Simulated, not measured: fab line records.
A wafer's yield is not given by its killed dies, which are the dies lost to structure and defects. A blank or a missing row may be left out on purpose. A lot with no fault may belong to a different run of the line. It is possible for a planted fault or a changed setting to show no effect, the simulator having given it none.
fab line records -- flow n5_finfet
record: lots: 5, wafers: 15, last_day: 19
route steps=1938 shown MOL_CONTACT_COAG@601 PASSIVATION@1936
lots that met no fault: taken from a fault-free run of the same line
start_h: the number of hours between the record's first day and the start of the first shown wafer of the lot -- wait_h: hours since the lot's step before -- " identical to the entry in the row above -- L1.1+2: a row that stands for several wafers -- - either no value or no given start -- * or withheld: withheld -- < > ~ a bound
route shown NAME@n: NAME is a module with steps in the file, n the number in the route of the first one -- usual: the fault-free wafers' mean and standard deviation -- same: alike in all rows -- chamber/n: place in a boat -- sites: each site's reading -- _std_site: their standard deviation -- _edge_site: mean of outer sites minus mean of inner sites -- radius_mm: for every site, how far away it sits from the centre of the wafer -- mask NAME#n: copy n -- behind: the most recent tool/chamber to have shaped the wafer -- hold: what put the lot on hold/how long, in hours/how the hold closed -- device: the n, p or np transistor that did not switch -- end of line: the same wafers' tests at the end of the route -- for a step that has no rows: nothing shown but its recipe -- killed: the dies lost at the first sort to structure and to defects; this is not the yield of the wafer -- map: a wafer's dies, x killed, . not, _ none there
set.NAME: setting as actually run; set.NAME@STEP: the setting as run at that earlier step -- model.NAME: the simulator's own value behind a step, which no gauge read
certain route steps with their lots: each step a table, each wafer a row
services: the hour from which a tool's chamber was out of use, counted from the record's first day as start_h (under 0 if before that day), plus the number of hours and why
== steps ==
step: N5_MOL_CONTACT_COAG_DEVELOP_39
recipe: develop_time_s: 30, developer: TMAH, resist: CAR-EUV, rinse_liquid: surfactant_rinse, dry: air_spin, dev_temp_c: 23
step: N5_MOL_CONTACT_COAG_DESCUM_45
recipe: chemistry: O2, time_s: 7, source_power_w: 50, bias_power_w: 20, pressure_mtorr: 20, rf_frequency_hz: 2.712e+07, temp_c: 40, resist: CAR-EUV, o2_flow_sccm: 225
step: N5_MOL_CONTACT_COAG_ETCH_65
recipe: chemistry: N2/H2, target: underlayer, target_depth_a: 130, mask_material: CAR-EUV, time_s: 10.4, ion_energy_ev: 200, pressure_mtorr: 30, source_w: 840, bias_w: 150, n2_flow_sccm: 200, h2_flow_sccm: 200, ends: cleared
step: N5_MOL_CONTACT_COAG_ETCH_66
recipe: chemistry: CF4, target: SiARC, target_depth_a: 130, mask_material: CAR-EUV, time_s: 21.7, ion_energy_ev: 80, pressure_mtorr: 40, source_w: 545, bias_w: 36, Ar_flow_sccm: 100, cf4_flow_sccm: 100, ends: cleared
step: N5_MOL_CONTACT_COAG_ALD_133
recipe: material: SiO2, target_thk_a: 50, temp_c: 100, ald_precursor_family: BDEAS, ald_co_reactant: O2-plasma, pulse_time_s: 1, co_reactant_pulse_time_s: 1, purge_time_s: 2, co_reactant_purge_time_s: 2, ald_cycles: 35, pressure_torr: 2
step: N5_MOL_CONTACT_COAG_ETCHBACK_134
recipe: chemistry: CHF3, target: SiO2, target_depth_a: 100, time_s: 6.7, ion_energy_ev: 200, pressure_mtorr: 30, source_w: 610, bias_w: 170, Ar_flow_sccm: 200, CHF3_flow_sccm: 50
step: N5_MOL_CONTACT_COAG_ETCH_67
recipe: chemistry: N2/H2, target: SOC, target_depth_a: 600, overetch_a: 210, mask_material: SiARC, temp_c: 40, time_s: 101.2, ion_energy_ev: 200, pressure_mtorr: 30, source_w: 840, bias_w: 150, n2_flow_sccm: 200, h2_flow_sccm: 200
step: N5_MOL_CONTACT_COAG_STRIP_68
recipe: chemistry: N2/H2, temp_c: 40, n2_flow_sccm: 200, h2_flow_sccm: 200, rf_frequency_hz: 6e+07
step: N5_MOL_CONTACT_COAG_STRIP_69
recipe: chemistry: N2/H2, temp_c: 40, n2_flow_sccm: 200, h2_flow_sccm: 200, rf_frequency_hz: 6e+07
step: N5_MOL_CONTACT_COAG_ETCHBACK_136
recipe: chemistry: CHF3, target: SiO2, target_depth_a: 250, time_s: 16.7, ion_energy_ev: 200, pressure_mtorr: 30, source_w: 610, bias_w: 170, Ar_flow_sccm: 200, CHF3_flow_sccm: 50
usual: CHF3_flow_sccm: 49.98/0.14, drypump_motor_current_A: 5.73/0.26, oes_f_703_au: 0.82/0.091, oes_product_au: 0.83/0.093, rf_fwd_power_W: 598/3.2, rf_vpp_V: 524/9.6, showerhead_plenum_p_Torr: 2.42/0.072, throttle_valve_pct: 18.61/0.29
same: time_s: 16.7
lot.wafer,tool,chamber,start_h,wait_h,CHF3_flow_sccm,drypump_motor_current_A,oes_f_703_au,oes_product_au,rf_fwd_power_W,rf_hours_counter_h,rf_vpp_V,showerhead_plenum_p_Torr,throttle_valve_pct,model.SOC_of_MOL_CONTACT_COAG_COAT_62.thk_nm
L391.1,rie_diel-05,1,139.26,0.0,49.81,5.80,1.00,0.99,601,0,525,2.44,18.18,57
L391.3,rie_diel-05,2,139.26,0.0,49.69,6.17,0.84,1.06,599,57,518,2.41,18.86,56
L391.5,rie_diel-05,0,139.26,0.0,50.05,5.58,0.78,0.79,598,-,525,2.39,18.35,56.8
L393.1,rie_diel-05,0,143.11,0.0,50.31,5.58,0.80,0.79,600,102,523,2.39,18.36,57.2
L393.4,rie_diel-05,1,143.11,0.0,50.01,5.81,0.98,1.22,599,1,524,2.44,18.23,56.2
L393.6,rie_diel-05,0,143.11,0.0,50.01,5.58,0.79,0.79,600,-,524,2.39,18.37,57.2
L394.1,rie_diel-05,0,150.41,0.0,50.04,5.55,0.79,0.79,600,104,524,2.39,18.36,57.2
L394.2,rie_diel-05,1,150.41,0.0,50.04,5.80,0.97,0.96,600,4,524,2.44,18.19,57.2
L394.3,rie_diel-05,2,150.41,0.0,49.67,6.14,0.84,1.07,599,61,517,2.41,18.88,56.2
L399.3,rie_diel-06,2,182.69,0.0,49.91,5.74,0.87,0.87,596,41,542,2.53,18.38,57.2
L399.4,rie_diel-06,0,182.69,0.0,50.13,5.59,0.83,0.86,602,-,525,2.51,18.73,57.4
L399.5,rie_diel-06,2,182.69,0.0,49.98,5.77,0.87,0.87,595,-,541,2.53,18.38,57.4
L406.4,rie_diel-05,1,225.86,0.0,50.01,5.80,0.89,0.88,603,32,523,2.43,18.24,57.6
L406.5,rie_diel-05,2,225.86,0.0,49.87,6.14,0.81,0.81,600,-,516,2.40,18.91,57.4
L406.6,rie_diel-05,1,225.86,0.0,50.02,5.82,0.89,0.87,602,-,524,2.43,18.22,57.4
step: N5_MOL_CONTACT_COAG_STRIP_120
recipe: chemistry: CHF3, resist: SiARC, rf_frequency_hz: 6e+07
step: N5_MOL_CONTACT_COAG_VIA_ETCH_117
recipe: chemistry: C4F6/O2, target_depth_a: 400, overetch_a: 80, mask_material: SOC, target: SiO2, bias_w: 455, pressure_mtorr: 10, time_s: 26, source_w: 325, Ar_flow_sccm: 300, C4F6_flow_sccm: 10, O2_flow_sccm: 10, ion_energy_ev: 575.3, ends: end_point
usual: drypump_motor_current_A: 5.73/0.26, oes_f_703_au: 0.82/0.09, oes_o_777_au: 0.82/0.088, oes_product_au: 0.74/0.079, rf_fwd_power_W: 319.9/2, rf_vpp_V: 1588/28, showerhead_plenum_p_Torr: 2.89/0.086, throttle_valve_pct: 41.0/0.44
lot.wafer,tool,chamber,start_h,wait_h,drypump_motor_current_A,oes_f_703_au,oes_o_777_au,oes_product_au,rf_fwd_power_W,rf_hours_counter_h,rf_vpp_V,showerhead_plenum_p_Torr,throttle_valve_pct,model.etch.depth_nm,model.MOL_CONTACT_COAG.feature_depth_nm
L391.1,rie_diel-05,1,139.29,0.0,5.81,0.99,0.98,0.89,321.6,0,1587,2.91,40.4,40.53,40.6
L391.3,rie_diel-05,2,139.29,0.0,6.15,0.83,0.82,0.66,319.4,57,1569,2.88,41.0,30.4,30.4
L391.5,rie_diel-05,0,139.29,0.0,5.56,0.80,0.81,0.71,321.0,-,1588,2.85,40.5,40.08,40
L393.1,rie_diel-05,0,143.15,0.0,5.58,0.80,0.81,0.71,319.2,102,1589,2.85,40.5,39.89,39.8
L393.4,rie_diel-05,1,143.15,0.0,5.80,0.97,0.98,0.75,322.4,1,1586,2.91,40.2,30.35,30.4
L393.6,rie_diel-05,0,143.15,0.0,5.58,0.80,0.81,0.71,320.0,-,1586,2.85,40.5,40.22,40.2
L394.1,rie_diel-05,0,150.44,0.0,5.59,0.79,0.80,0.71,320.3,104,1586,2.85,40.5,40.01,40
L394.2,rie_diel-05,1,150.44,0.0,5.80,0.96,0.95,0.86,322.5,4,1586,2.91,40.3,39.96,40
L394.3,rie_diel-05,2,150.44,0.0,6.17,0.83,0.82,0.65,321.6,61,1569,2.88,41.0,29.99,30
L399.3,rie_diel-06,2,182.72,0.0,5.74,0.86,0.85,0.77,316.8,41,1641,3.03,41.1,39.64,39.6
L399.4,rie_diel-06,0,182.72,0.0,5.59,0.83,0.82,0.75,321.3,-,1583,2.99,41.0,39.55,39.6
L399.5,rie_diel-06,2,182.72,0.0,5.76,0.86,0.85,0.77,316.9,-,1641,3.03,41.1,39.77,39.8
L406.4,rie_diel-05,1,225.89,0.0,5.79,0.88,0.87,0.80,320.3,32,1587,2.90,40.4,40.44,40.4
L406.5,rie_diel-05,2,225.89,0.0,6.14,0.80,0.79,0.73,319.7,-,1568,2.86,41.2,40.17,40.2
L406.6,rie_diel-05,1,225.89,0.0,5.80,0.89,0.88,0.80,322.0,-,1587,2.90,40.4,40.56,40.6
step: N5_MOL_CONTACT_COAG_ETCH_124
recipe: chemistry: CH3F/O2, target: SiNx, target_depth_a: 65, mask_material: SOC, stop_on: SiOC, over_etch_frac: 0.3, ion_energy_ev: 120, pressure_mtorr: 30, source_w: 395, bias_w: 73, Ar_flow_sccm: 150, CH3F_flow_sccm: 30, O2_flow_sccm: 20, ends: end_point
step: N5_MOL_CONTACT_COAG_ETCH_48
recipe: chemistry: C4F6/O2, target_depth_a: 150, overetch_a: 45, mask_material: SOC, target: SiOC, bias_w: 465, pressure_mtorr: 10, time_s: 17, source_w: 335, Ar_flow_sccm: 300, C4F6_flow_sccm: 10, O2_flow_sccm: 10, ion_energy_ev: 576
usual: drypump_motor_current_A: 5.73/0.26, oes_f_703_au: 0.82/0.09, oes_o_777_au: 0.82/0.088, oes_product_au: 0.68/0.08, rf_fwd_power_W: 332.0/1.5, rf_vpp_V: 1589/28, showerhead_plenum_p_Torr: 2.89/0.086, throttle_valve_pct: 40.6/0.42
same: time_s: 17
lot.wafer,tool,chamber,start_h,wait_h,drypump_motor_current_A,oes_f_703_au,oes_o_777_au,oes_product_au,rf_fwd_power_W,rf_hours_counter_h,rf_vpp_V,showerhead_plenum_p_Torr,throttle_valve_pct,model.SOC_of_MOL_CONTACT_COAG_COAT_62.thk_nm
L391.1,rie_diel-05,1,139.36,0.0,5.81,0.99,0.98,0.89,331.3,0,1588,2.91,39.9,45.8
L391.3,rie_diel-05,2,139.36,0.0,6.12,0.83,0.83,0.75,332.5,57,1570,2.88,40.7,44.6
L391.5,rie_diel-05,0,139.36,0.0,5.60,0.80,0.81,0.65,332.8,-,1589,2.85,40.1,45.4
L393.1,rie_diel-05,0,143.21,0.0,5.58,0.79,0.80,0.66,332.9,102,1589,2.85,40.1,45.6
L393.4,rie_diel-05,1,143.21,0.0,5.80,0.97,0.96,0.81,333.9,1,1589,2.91,39.9,44.8
L393.6,rie_diel-05,0,143.21,0.0,5.56,0.80,0.81,0.67,332.2,-,1589,2.85,40.1,45.6
L394.1,rie_diel-05,0,150.51,0.0,5.58,0.80,0.81,0.66,332.4,104,1589,2.85,40.1,45.4
L394.2,rie_diel-05,1,150.51,0.0,5.81,0.96,0.95,0.74,333.5,4,1589,2.91,39.9,45.8
L394.3,rie_diel-05,2,150.51,0.0,6.13,0.83,0.82,0.74,333.1,61,1571,2.88,40.7,44.8
L399.3,rie_diel-06,2,182.79,0.0,5.75,0.86,0.86,0.68,329.6,41,1643,3.03,40.6,45.6
L399.4,rie_diel-06,0,182.79,0.0,5.56,0.83,0.81,0.68,333.2,-,1586,2.99,40.6,45.8
L399.5,rie_diel-06,2,182.79,0.0,5.78,0.86,0.85,0.69,331.2,-,1643,3.03,40.6,45.8
L406.4,rie_diel-05,1,225.96,0.0,5.78,0.87,0.88,0.66,332.5,32,1587,2.90,39.9,46.4
L406.5,rie_diel-05,2,225.96,0.0,6.14,0.80,0.80,0.61,331.4,-,1569,2.86,40.7,46
L406.6,rie_diel-05,1,225.96,0.0,5.82,0.88,0.88,0.69,333.5,-,1588,2.90,39.9,46.2
step: N5_MOL_CONTACT_COAG_STRIP_72
recipe: chemistry: N2/H2, power_w: 450, temp_c: 40, pressure_mtorr: 20, rf_frequency_hz: 6e+07, overash_fraction: 3, bias_power_w: 7, h2_frac: 0.5, n2_flow_sccm: 200, h2_flow_sccm: 200
step: N5_PASSIVATION_PROBE_49
usual: killed_at_M0_to_M3: 36/11, killed_at_M4_up: 14/5.2, killed_at_contacts: 12/6.1, killed_at_front_end: 40/12, killed_at_other: 3.2/2.5, killed_dies: 105/16, killed_on_rim: 14/4.4, killed_open: 68/12, killed_short: 35/8.7
same: gross_dies: 1180, killed_at_back_side: 0
lot.wafer,tool,chamber,start_h,wait_h,killed_at_M0_to_M3,killed_at_M4_up,killed_at_contacts,killed_at_front_end,killed_at_other,killed_dies,killed_on_rim,killed_open,killed_short
L394.1,prober-02,-,338.19,0.0,27,18,11,30,4,90,9,57,29
L394.2,prober-02,-,338.24,0.1,52,22,5,29,2,110,9,73,32
L394.3,prober-02,-,338.29,0.1,29,13,3,30,5,80,11,54,25
L393.1,prober-02,-,349.16,0.0,36,18,4,40,0,98,8,63,31
L393.4,prober-02,-,349.31,0.2,40,13,6,44,0,103,10,68,25
L393.6,prober-02,-,349.41,0.3,45,17,9,25,7,103,16,69,31
L399.3,prober-01,-,388.24,0.1,46,12,3,30,6,97,8,62,34
L399.4,prober-01,-,388.29,0.2,61,17,12,45,3,138,21,86,52
L399.5,prober-01,-,388.34,0.2,50,28,11,46,5,140,15,97,40
killed by level:class
L394.1 BEOL_M4:geometric_particle:open=10 MOL_CONTACT_COAG:geometric_particle:open=9 DUMMY_GATE:geometric_particle:open=5 BEOL_M0_SAQP:geometric_particle:short=5 BEOL_M0_SAQP:geometric_particle:open=4 BEOL_M1:geometric_particle:open=4 BEOL_M2:geometric_particle:open=4 BEOL_M3:geometric_particle:open=4
L394.2 BEOL_M2:geometric_particle:open=20 BEOL_M3:geometric_particle:open=18 FIN_SAQP:geometric_particle:open=9 BEOL_M4:geometric_particle:open=7 FIN_SAQP:geometric_particle:short=5 GATE_CUT:geometric_particle:short=5 BEOL_M8:coat_microbubble_printed=4 MOL_CONTACT_COAG:geometric_particle:open=4
L394.3 BEOL_M0_SAQP:geometric_particle:open=13 STI_FIN_REVEAL:geometric_particle:open=7 BEOL_M0_SAQP:geometric_particle:short=6 BEOL_M2:geometric_particle:open=6 BEOL_M4:geometric_particle:open=5 FIN_SAQP:geometric_particle:short=4 DUMMY_GATE:geometric_particle:open=4 FIN_SAQP:geometric_particle:open=3
L393.1 FIN_SAQP:geometric_particle:open=12 BEOL_M0_SAQP:geometric_particle:short=9 BEOL_M0_SAQP:geometric_particle:open=7 STI_FIN_REVEAL:geometric_particle:open=6 BEOL_M2:geometric_particle:open=6 BEOL_M4:geometric_particle:open=6 STARTING-WAFER:geometric_particle:short=5 FIN_SAQP:geometric_particle:short=4
L393.4 BEOL_M2:geometric_particle:open=13 FIN_SAQP:geometric_particle:short=9 STI_FIN_REVEAL:geometric_particle:open=9 BEOL_M0_SAQP:geometric_particle:open=8 BEOL_M4:geometric_particle:open=7 HKMG_FIN:area_etch=7 FIN_SAQP:geometric_particle:open=6 DUMMY_GATE:geometric_particle:open=6
L393.6 BEOL_M4:geometric_particle:open=15 BEOL_M0_SAQP:geometric_particle:short=14 BEOL_M0_SAQP:geometric_particle:open=11 BEOL_M2:geometric_particle:open=6 FIN_SAQP:geometric_particle:open=5 DUMMY_GATE:geometric_particle:open=5 BEOL_M1:geometric_particle:open=5 MOL_CONTACT_COAG:geometric_particle:open=4
L399.3 BEOL_M0_SAQP:geometric_particle:short=11 BEOL_M2:geometric_particle:open=10 DUMMY_GATE:geometric_particle:open=6 BEOL_M3:geometric_particle:open=6 BEOL_M1:geometric_particle:open=6 FIN_SAQP:geometric_particle:open=4 GATE_CUT:geometric_particle:open=4 BEOL_M4:geometric_particle:open=4
L399.4 BEOL_M0_SAQP:geometric_particle:short=14 FIN_SAQP:geometric_particle:short=12 BEOL_M3:geometric_particle:open=12 BEOL_M2:geometric_particle:open=12 MOL_CONTACT_COAG:geometric_particle:open=11 BEOL_M4:geometric_particle:open=9 GATE_CUT:geometric_particle:short=7 BEOL_M0_SAQP:geometric_particle:open=7
L399.5 BEOL_M1:geometric_particle:open=16 BEOL_M4:geometric_particle:open=15 MOL_CONTACT_COAG:geometric_particle:open=10 BEOL_M2:geometric_particle:open=9 FIN_SAQP:geometric_particle:short=8 BEOL_M0_SAQP:geometric_particle:open=8 BEOL_M3:geometric_particle:open=7 DUMMY_GATE:geometric_particle:open=6
== services ==
tool,chamber,start_h,hours,kind
rie_diel-05,1,117.01,-,clean
rie_diel-05,1,117.01,-,consumable_replace:focus_ring
rie_diel-05,1,117.01,21.5,scheduled_down
rie_diel-05,1,117.01,21.5,vent_cycle
rie_diel-06,3,172.28,-,clean
rie_diel-06,3,172.28,-,consumable_replace:focus_ring
rie_diel-06,3,172.28,22.5,scheduled_down
rie_diel-06,3,172.28,22.5,vent_cycle
rie_diel-05,3,184.85,-,clean
rie_diel-05,3,184.85,-,consumable_replace:focus_ring
rie_diel-05,3,184.85,29.9,scheduled_down
rie_diel-05,3,184.85,29.9,vent_cycle
== key ==
first_sign: step: N5_MOL_CONTACT_COAG_ETCHBACK_136, reading: oes_product_au, direction: up, sigmas: 3.1, usual: 0.83, struck: 1.12
effect none on later readings
model_effect: step: N5_MOL_CONTACT_COAG_ETCHBACK_136, value: SOC_of_MOL_CONTACT_COAG_COAT_62.thk_nm, without: 57.2, struck: 56.13
model_effect: step: N5_MOL_CONTACT_COAG_VIA_ETCH_117, value: etch.depth_nm, without: 40.02, struck: 30.25
model_effect: step: N5_MOL_CONTACT_COAG_ETCH_48, value: SOC_of_MOL_CONTACT_COAG_COAT_62.thk_nm, without: 45.8, struck: 44.73
met_at N5_MOL_CONTACT_COAG_ETCHBACK_136
struck_wafers L391.3,L393.4,L394.3
tester_left_out L391,L393,L394
fault: kind: process_parameter_drift, tool: rie_diel-05, chamber: -, onset_h: 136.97, steps: N5_MOL_CONTACT_COAG_ETCHBACK_136, channel: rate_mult, offset: 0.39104, shape: step, end_h: 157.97, scope: struck_wafers_only
tester_left_out: of these lots the tester's yield and bins aren't shown, on N5 and GAA mostly nor the transistor test; their killed dies are dies lost to structure and defects alone, not to doping, threshold or leakage, so they don't give the yield
